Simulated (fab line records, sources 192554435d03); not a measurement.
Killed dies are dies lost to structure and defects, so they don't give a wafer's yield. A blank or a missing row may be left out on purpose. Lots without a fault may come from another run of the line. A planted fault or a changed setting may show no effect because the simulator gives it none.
Which tool did it? | flow n5_finfet | 24 lots, 72 wafers sampled, at 4 steps of a route of 1938

WHAT THE GAUGES READ, wafer by wafer
N5_GATE_CUT_INSPECT_15: inspects for defects (brightfield). Usual: raw_defect_count 127, standard deviation 41.
lot  | measured     | on                | raw_defect_count | flag
L074 | day 4 11:28  | defect_inspect-01 | 113 89 115       |
L075 | day 4 18:43  | defect_inspect-01 | 111 220 158      |
L076 | day 5 02:30  | defect_inspect-01 | 77 132 79        |
L077 | day 5 07:31  | defect_inspect-01 | 87 98 169        |
L078 | day 5 09:36  | defect_inspect-02 | 97 101 123       |
L079 | day 5 19:27  | defect_inspect-02 | 113 122 93       |
L080 | day 6 04:07  | defect_inspect-01 | 118 177 113      |
L081 | day 6 04:38  | defect_inspect-02 | 179 238 113      |
L082 | day 6 12:16  | defect_inspect-01 | 81 99 170        |
L083 | day 6 19:37  | defect_inspect-01 | 140 126 200      |
L084 | day 7 00:44  | defect_inspect-02 | 121 163 152      |
L086 | day 7 13:01  | defect_inspect-01 | 110 111 71       |
L085 | day 7 14:29  | defect_inspect-01 | 118 153 150      |
L087 | day 7 20:55  | defect_inspect-02 | 220 163 148      |
L089 | day 8 07:30  | defect_inspect-01 | 114 98 153       |
L088 | day 8 08:12  | defect_inspect-01 | 133 62 52        |
L090 | day 8 13:02  | defect_inspect-02 | 144 123 188      |
L091 | day 8 22:02  | defect_inspect-01 | 114 123 115      |
L092 | day 9 01:01  | defect_inspect-02 | 84 151 123       |
L093 | day 9 09:23  | defect_inspect-01 | 116 129 215      |
L094 | day 9 12:14  | defect_inspect-02 | 143 138 136      |
L095 | day 9 19:42  | defect_inspect-02 | 152 105 164      |
L096 | day 10 02:02 | defect_inspect-01 | 133 126 122      |
L097 | day 11 01:20 | defect_inspect-02 | 67 81 85         |

N5_GATE_CUT_INSPECT_26: inspects for defects (darkfield). Usual: raw_defect_count 36, standard deviation 15.
lot  | measured     | on                | raw_defect_count | flag
L074 | day 4 14:54  | defect_inspect-01 | 47 44 51         |
L075 | day 4 22:19  | defect_inspect-01 | 31 31 45         |
L076 | day 5 06:51  | defect_inspect-02 | 31 30 60         |
L077 | day 5 11:14  | defect_inspect-02 | 23 25 16         |
L078 | day 5 13:00  | defect_inspect-01 | 27 31 26         |
L079 | day 5 22:52  | defect_inspect-02 | 15 23 29         |
L080 | day 6 07:32  | defect_inspect-01 | 25 17 41         |
L081 | day 6 08:47  | defect_inspect-01 | 61 27 57         |
L082 | day 6 15:39  | defect_inspect-01 | 37 33 14         |
L083 | day 6 23:11  | defect_inspect-02 | 41 44 49         |
L084 | day 7 04:07  | defect_inspect-02 | 17 24 26         |
L086 | day 7 16:29  | defect_inspect-02 | 55 53 49         |
L085 | day 7 17:53  | defect_inspect-02 | 37 34 37         |
L087 | day 8 00:31  | defect_inspect-02 | 72 36 33         |
L089 | day 8 10:57  | defect_inspect-02 | 28 36 47         |
L088 | day 8 11:49  | defect_inspect-01 | 33 38 46         |
L090 | day 8 17:03  | defect_inspect-02 | 27 29 45         |
L091 | day 9 02:14  | defect_inspect-02 | 13 53 44         |
L092 | day 9 04:26  | defect_inspect-02 | 22 21 15         |
L093 | day 9 13:04  | defect_inspect-01 | 31 32 37         |
L094 | day 9 15:41  | defect_inspect-01 | 28 30 26         |
L095 | day 9 23:33  | defect_inspect-02 | 33 53 90         |
L096 | day 10 06:01 | defect_inspect-01 | 27 38 50         |
L097 | day 11 05:30 | defect_inspect-02 | 27 29 63         |

WHICH TOOL RAN EACH LOT (tool, then ch and the chambers of the sampled wafers, then the start)
lot  | N5_HKMG_FIN_STRIP_89               | N5_GATE_CUT_PECVD_57
L074 | rie_diel-03 ch 0,1,3, day 4 04:37  | pecvd-03 ch 0,1,2, day 4 10:38
L075 | rie_diel-04 ch 0,1,2, day 4 11:58  | pecvd-02 ch 0,1,2, day 4 17:53
L076 | rie_diel-04 ch 0,3, day 4 19:38    | pecvd-04 ch 1,2, day 5 01:32
L077 | rie_diel-03 ch 1,2, day 5 00:03    | pecvd-03 ch 1, day 5 06:29
L078 | rie_diel-03 ch 0,3, day 5 02:53    | pecvd-03 ch 0,1, day 5 08:45
L079 | rie_diel-04 ch 0,2,3, day 5 12:16  | pecvd-03 ch 1,2, day 5 18:29
L080 | rie_diel-04 ch 0,1,2, day 5 21:22  | pecvd-04 ch 0,1,2, day 6 03:17
L081 | rie_diel-01 ch 0,1, day 5 21:58    | pecvd-03 ch 0,1,2, day 6 03:48
L082 | rie_diel-01 ch 0,1,2, day 6 05:26  | pecvd-04 ch 0,1, day 6 11:18
L083 | rie_diel-04 ch 1,2,3, day 6 12:46  | pecvd-03 ch 0,1,2, day 6 18:37
L084 | rie_diel-03 ch 0,3, day 6 17:47    | pecvd-03 ch 0,2, day 6 23:54
L086 | rie_diel-01 ch 0,1,3, day 7 06:05  | pecvd-02 ch 0,1, day 7 12:04
L085 | rie_diel-03 ch 0,1,2, day 7 07:37  | pecvd-02 ch 0,1, day 7 13:39
L087 | rie_diel-03 ch 0,1,3, day 7 14:08  | pecvd-03 ch 0,1,2, day 7 20:07
L089 | rie_diel-01 ch 1,3, day 8 00:44    | pecvd-02 ch 0,2, day 8 06:39
L088 | rie_diel-04 ch 0,1,2, day 8 01:32  | pecvd-02 ch 0,1,2, day 8 07:22
L090 | rie_diel-03 ch 1,2, day 8 06:06    | pecvd-02 ch 0,1,2, day 8 12:05
L091 | rie_diel-04 ch 0,1,2, day 8 13:53  | pecvd-02 ch 0,2, day 8 21:13
L092 | rie_diel-01 ch 0,1,3, day 8 16:37  | pecvd-03 ch 0,2, day 9 00:04
L093 | rie_diel-03 ch 0,1,2, day 9 02:27  | pecvd-04 ch 0,1, day 9 08:26
L094 | rie_diel-01 ch 0,1,3, day 9 05:24  | pecvd-03 ch 0,1, day 9 11:25
L095 | rie_diel-03 ch 0,1,2, day 9 12:43  | pecvd-04 ch 0,2, day 9 18:52
L096 | rie_diel-04 ch 0,1,2, day 9 18:50  | pecvd-04 ch 0,1,2, day 10 01:05
L097 | rie_diel-03 ch 0,1,2, day 10 18:17 | pecvd-02 ch 1,2, day 11 00:31
- N5_HKMG_FIN_STRIP_89: strips SOC in N2/H2, time 20 s.
- N5_GATE_CUT_PECVD_57: deposits SiNx from SiH4/NH3/N2, target thk 21 nm.

WHAT THE TOOLS THEMSELVES READ (means of the sampled wafers that have a number; where no wafer has one, the mark that the record gives instead)
N5_HKMG_FIN_STRIP_89. Usual: drypump_motor_current_A 5.6 A, standard deviation 0.53; h2_flow_sccm 300.0 sccm, standard deviation 0.84; oes_product_au 0.83 a.u., standard deviation 0.092; rf_vpp_V 54.3 V, standard deviation 0.93; showerhead_plenum_p_Torr 3.40 Torr, standard deviation 0.14; throttle_valve_pct 19.0 %, standard deviation 0.3.
lot  | tool        | drypump_motor_current_A (A) | h2_flow_sccm (sccm) | oes_product_au (a.u.) | rf_vpp_V (V) | showerhead_plenum_p_Torr (Torr) | throttle_valve_pct (%) | flag
L074 | rie_diel-03 | 5.6                         | 299.9               | 0.79                  | 54.4         | 3.46                            | 19.1                   |
L075 | rie_diel-04 | 5.5                         | 300.0               | 0.81                  | 53.1         | 3.29                            | 19.0                   |
L076 | rie_diel-04 | 5.8                         | 300.6               | 0.78                  | 53.8         | 3.22                            | 19.0                   |
L077 | rie_diel-03 | 6.1                         | 300.7               | 0.85                  | 54.7         | 3.46                            | 19.1                   |
L078 | rie_diel-03 | 5.1                         | 299.3               | 0.73                  | 54.4         | 3.42                            | 19.3                   |
L079 | rie_diel-04 | 5.8                         | 300.7               | 0.82                  | 53.9         | 3.29                            | 18.9                   |
L080 | rie_diel-04 | 5.5                         | 300.4               | 0.90                  | 54.4         | 3.43                            | 18.9                   |
L081 | rie_diel-01 | 5.5                         | 299.6               | 0.85                  | 54.0         | 3.45                            | 18.7                   |
L082 | rie_diel-01 | 5.4                         | 300.9               | 0.89                  | 55.0         | 3.51                            | 18.8                   |
L083 | rie_diel-04 | 5.7                         | 300.3               | 0.82                  | 54.2         | 3.38                            | 19.0                   |
L084 | rie_diel-03 | 5.3                         | 300.2               | 0.70                  | 54.8         | 3.36                            | 19.0                   |
L086 | rie_diel-01 | 5.7                         | 300.4               | 0.87                  | 53.4         | 3.42                            | 18.9                   |
L085 | rie_diel-03 | 5.8                         | 299.7               | 0.77                  | 54.0         | 3.36                            | 19.0                   |
L087 | rie_diel-03 | 5.6                         | 299.7               | 0.75                  | 54.3         | 3.44                            | 19.1                   |
L089 | rie_diel-01 | 5.5                         | 299.7               | 0.90                  | 54.4         | 3.48                            | 19.0                   |
L088 | rie_diel-04 | 5.5                         | 300.1               | 0.87                  | 54.7         | 3.42                            | 18.9                   |
L090 | rie_diel-03 | 6.1                         | 298.8               | 0.82                  | 54.2         | 3.44                            | 19.2                   |
L091 | rie_diel-04 | 5.5                         | 299.4               | 0.85                  | 54.2         | 3.41                            | 18.9                   |
L092 | rie_diel-01 | 5.7                         | 299.3               | 0.86                  | 53.9         | 3.41                            | 18.9                   |
L093 | rie_diel-03 | 5.8                         | 300.0               | 0.85                  | 54.4         | 3.35                            | 18.9                   |
L094 | rie_diel-01 | 5.7                         | 300.0               | 0.86                  | 55.3         | 3.41                            | 18.9                   |
L095 | rie_diel-03 | 5.8                         | 299.8               | 0.84                  | 54.1         | 3.35                            | 19.0                   |
L096 | rie_diel-04 | 5.5                         | 299.6               | 0.83                  | 55.3         | 3.41                            | 18.9                   |
L097 | rie_diel-03 | 5.8                         | 300.0               | 0.83                  | 53.5         | 3.34                            | 19.0                   |

N5_GATE_CUT_PECVD_57. Usual: heater_power_w 748 W, standard deviation 64; showerhead_plenum_p_Torr 5.12 Torr, standard deviation 0.05; throttle_valve_pct 39.8 %, standard deviation 1.4.
lot  | tool     | heater_power_w (W) | showerhead_plenum_p_Torr (Torr) | throttle_valve_pct (%) | flag
L074 | pecvd-03 | 779                | 5.08                            | 40.5                   |
L075 | pecvd-02 | 773                | 5.13                            | 38.7                   |
L076 | pecvd-04 | 756                | 5.12                            | 38.7                   |
L077 | pecvd-03 | 676                | 5.07                            | 38.6                   |
L078 | pecvd-03 | 729                | 5.11                            | 39.9                   |
L079 | pecvd-03 | 692                | 5.05                            | 40.0                   |
L080 | pecvd-04 | 759                | 5.15                            | 39.9                   |
L081 | pecvd-03 | 766                | 5.08                            | 40.6                   |
L082 | pecvd-04 | 731                | 5.18                            | 40.1                   |
L083 | pecvd-03 | 735                | 5.08                            | 40.7                   |
L084 | pecvd-03 | 668                | 5.09                            | 41.7                   |
L086 | pecvd-02 | 739                | 5.18                            | 38.8                   |
L085 | pecvd-02 | 759                | 5.14                            | 38.7                   |
L087 | pecvd-03 | 737                | 5.08                            | 40.5                   |
L089 | pecvd-02 | 817                | 5.17                            | 39.0                   |
L088 | pecvd-02 | 719                | 5.13                            | 39.1                   |
L090 | pecvd-02 | 756                | 5.14                            | 38.9                   |
L091 | pecvd-02 | 845                | 5.17                            | 39.2                   |
L092 | pecvd-03 | 751                | 5.11                            | 41.4                   |
L093 | pecvd-04 | 731                | 5.18                            | 40.0                   |
L094 | pecvd-03 | 770                | 5.09                            | 39.5                   |
L095 | pecvd-04 | 732                | 5.17                            | 41.1                   |
L096 | pecvd-04 | 755                | 5.15                            | 40.0                   |
L097 | pecvd-02 | 723                | 5.11                            | 39.3                   |

THE ANSWER, worked out from the rows above alone
Rule: a lot is off if the mean of its wafers that have a number lies more than 3 standard deviations from the usual mean. A lot without any number at a reading at which 4 lots or more have one is off too. The other lots that the step has rows for count as sound. The gauges are gone through in route order, then the tools' own readings, and for those a lot's mean is taken as printed above. The first step at which some lot is off is used, and at that step the reading that is off furthest; a lot without a number counts as furthest.
No lot is off at any reading shown: from this, nothing can be told.

WHAT THE SIMULATOR HAD PUT IN
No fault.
